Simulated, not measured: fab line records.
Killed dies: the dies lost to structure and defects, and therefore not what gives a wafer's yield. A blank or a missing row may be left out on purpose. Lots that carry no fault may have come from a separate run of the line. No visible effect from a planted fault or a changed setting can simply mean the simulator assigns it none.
Comparing a struck lot with a sound one -- flow n5Finfet -- 36 out of 1938 route steps
Sound: the wafers L810.1, L810.4, L810.5. Wafers L818.2, L818.3, L818.6 were the ones struck. At the end, the cause is stated.
Per side, at each step with rows, come the tool, then ch with its chambers, and then its first start. Under that, the readings that differ: sound wafers -- struck wafers -- difference of the means -- sigmas: that difference in standard deviations of wafers without a fault.
alike: a reading whose means differ by less than 2 such deviations, as well as words and numbers matching on both sides. not compared: withheld readings; readings where some wafer has no value; bounds like >300 that might hide an equal value; numbers whose values overlap and for which the record gives no deviation.
Wherever a step has rows on one side only, a row that says differs or no value, or a row with sigmas, the two part there. Non-overlapping numbers with no deviation appear without sigmas and do not part them. A reading missing from all wafers of one side parts the sides only when that side holds two or more wafers.

N5_BEOL_M4_THK_MEAS_53: measures by xrf.
  sound: filmMetro-01 at day 8 20:44; struck: filmMetro-02 at day 10 20:08
  alike: M4_THK
N5_BEOL_M4_PRE_CLEAN_60: time 15 s.
  sound on cvdCo-01 ch 0,1, day 8 20:46; struck on cvdCo-01 ch 0,1,2, day 10 20:11
  alike: heaterPowerW
then, 3 steps without rows for these wafers: N5_BEOL_M4_CO_CAP_55 (material Co, precursor CCTBA/H2, target thk 2 nm, time 102.1 s); N5_BEOL_M4_PRE_CLEAN_56 (time 15 s); N5_BEOL_M4_DEP_57 (deposits SiCN from 3MS/NH3, target thk 8 nm, time 14 s).
N5_BEOL_M4_RS_MEAS_58: the measuring method here is four-point-probe.
  sound: filmMetro-02 at day 8 21:01; struck: filmMetro-02 at day 10 20:25
  alike: M4_RS
N5_BEOL_M4_INSPECT_59: inspects for defects (darkfield).
  sound: defectInspect-01 at day 8 21:02; struck: defectInspect-02 at day 10 20:26
  alike: rawDefectCount
N5_BEOL_M4_RC_MEAS_101:
  sound on prober-01 ch 0, day 8 21:04; struck on prober-02 ch 0, day 10 20:37
reading,sound,struck,difference,sigmas
SS_P (mV/dec),71.7 72.8 72.9,74.6 75.0 74.0,+2.1,+3
  alike: DIBL_N, DIBL_P, IOFF_N, IOFF_P, ION_N, ION_P, SS_N, VT_N, VT_P
then, 1 step without rows for these wafers: N5_BEOL_M5_ILD_DEP_00 (deposits SiCOH lowk from DEMS/porogen, target thk 140.64 nm, time 25.9 s).
N5_BEOL_M5_CURE_79: cures SiCOH lowk, time 240 s.
  sound on uvCure-03 ch 0, day 8 22:05; struck on uvCure-01 ch 0, day 10 21:36
  alike: lampPowerPct, wafer_temp_C_max
N5_BEOL_M5_THK_MEAS_01:
  sound: filmMetro-02 at day 8 22:36; struck: filmMetro-02 at day 10 22:02
  alike: M5_ILD_THK
then, 1 step without rows for these wafers: N5_BEOL_M5_PECVD_70 (deposits SiO2 from TEOS/O2, target thk 16 nm, time 18 s).
N5_BEOL_M5_HM_DEP_02: deposits TiN, target thk 20 nm.
  sound: pvdSputter-01 at day 8 23:40; struck: pvdSputter-03 at day 10 22:29
  no value came back on the struck wafers for chamberPressurePa (Pa), substrateTempC (C), throttleValvePct (%); on the sound wafers chamberPressurePa (Pa) reads 0.5016 0.5018 0.5004
then, 9 steps without rows for these wafers: N5_BEOL_M5_COAT_59 (time 60 s, resist thk 60 nm); N5_BEOL_M5_COAT_60 (time 60 s, resist thk 12 nm); N5_BEOL_M5_COAT_71 (time 60 s, resist thk 5 nm); N5_BEOL_M5_COAT_05 (resist thk 30 nm); N5_BEOL_M5_EBR_07; N5_BEOL_M5_SOFTBAKE_06 (time 60 s); N5_BEOL_M5_EXPOSE_08 (exposes mask M5, target cd 28 nm); N5_BEOL_M5_PEB_09 (peb time 60 s); N5_BEOL_M5_DEVELOP_10 (develop time 30 s).
N5_BEOL_M5_CD_MEAS_11: target cd 27.74 nm.
  sound on cdSem-01 ch 0, day 9 00:11; struck on cdSem-03 ch 0, day 10 22:53
  alike: cdNm
N5_BEOL_M5_OVL_MEAS_12:
  sound on overlay-01 ch 0, day 9 00:13; struck on overlay-02 ch 0, day 10 22:55
  alike: M5_OVL
N5_BEOL_M5_INSPECT_13: inspects for defects (brightfield).
  sound: defectInspect-02 at day 9 00:17; struck: defectInspect-02 at day 10 22:58
  alike: rawDefectCount
then, 2 steps without rows for these wafers: N5_BEOL_M5_DESCUM_16 (chemistry O2, time 7 s); N5_BEOL_M5_ETCH_72 (etches underlayer in N2/H2, target depth 6.5 nm, time 5.2 s).
N5_BEOL_M5_ETCH_61: etches SiARC in CF4, target depth 15.6 nm, time 26 s.
  sound on rieDiel-05 ch 0,1, day 9 00:22; struck on rieDiel-03 ch 0,1,2, day 10 23:09
  alike: drypumpMotorCurrentA, etchRfOnTimeS, oesProductAu, rfVppV, showerheadPlenumPTorr, throttleValvePct
  not compared: rfHoursCounterH
N5_BEOL_M5_ETCH_62: etches SOC in N2/H2, target depth 75 nm, overetch 15 nm, time 112.5 s.
  sound on rieDiel-05 ch 0,1, day 9 00:24; struck on rieDiel-03 ch 0,1,2, day 10 23:11
  alike: drypumpMotorCurrentA, h2FlowSccm, oesProductAu, rfVppV, showerheadPlenumPTorr, throttleValvePct
  not compared: rfHoursCounterH
then, 3 steps without rows for these wafers: N5_BEOL_M5_STRIP_63 (strips in N2/H2); N5_BEOL_M5_STRIP_73 (strips in N2/H2); N5_BEOL_M5_STRIP_64 (strips in CF4).
N5_BEOL_M5_HM_OPEN_17: chemistry Cl2/BCl3, target TiN, target depth 20 nm, overetch 6 nm.
  sound on rieMetal-03 ch 0,1, day 9 00:34; struck on rieMetal-01 ch 0,1, day 10 23:21
reading,sound,struck,difference,sigmas
oesProductAu (a.u.),0.71 0.73 0.53,0.23 0.23 0.28,-0.41,-4
throttleValvePct (%),22.06 22.04 22.69,23.19 23.19 23.18,+0.92,+4
model.etch.depthNm (nm),20.03 20.45 20.09,0 0 0,-20,
  alike: drypumpMotorCurrentA
  not compared: rfHoursCounterH
N5_BEOL_M5_STRIP_19: strips in O2.
  sound on rieDiel-01 ch 1,2,3, day 9 00:41; struck on rieDiel-01 ch 0,2,3, day 10 23:28
  alike: drypumpMotorCurrentA, oesProductAu, rfVppV, showerheadPlenumPTorr, throttleValvePct
  not compared: rfHoursCounterH
N5_BEOL_M5_CD_MEAS_18: pitch 56 nm, target cd 28 nm.
  sound: cdSem-01 at day 9 00:45; struck: cdSem-02 at day 10 23:32
reading,sound,struck,difference,sigmas
cdNm (nm),27.9 28.6 28.3,- - -,no value on the struck wafers,
then, 1 step without rows for these wafers: N5_BEOL_M5_COAT_65 (time 60 s, resist thk 60 nm).

== WHERE THEY PART ==
Last at N5_BEOL_M5_CD_MEAS_18 as far as this record goes, first at N5_BEOL_M4_RC_MEAS_101.

WHY: whatever the simulator had introduced
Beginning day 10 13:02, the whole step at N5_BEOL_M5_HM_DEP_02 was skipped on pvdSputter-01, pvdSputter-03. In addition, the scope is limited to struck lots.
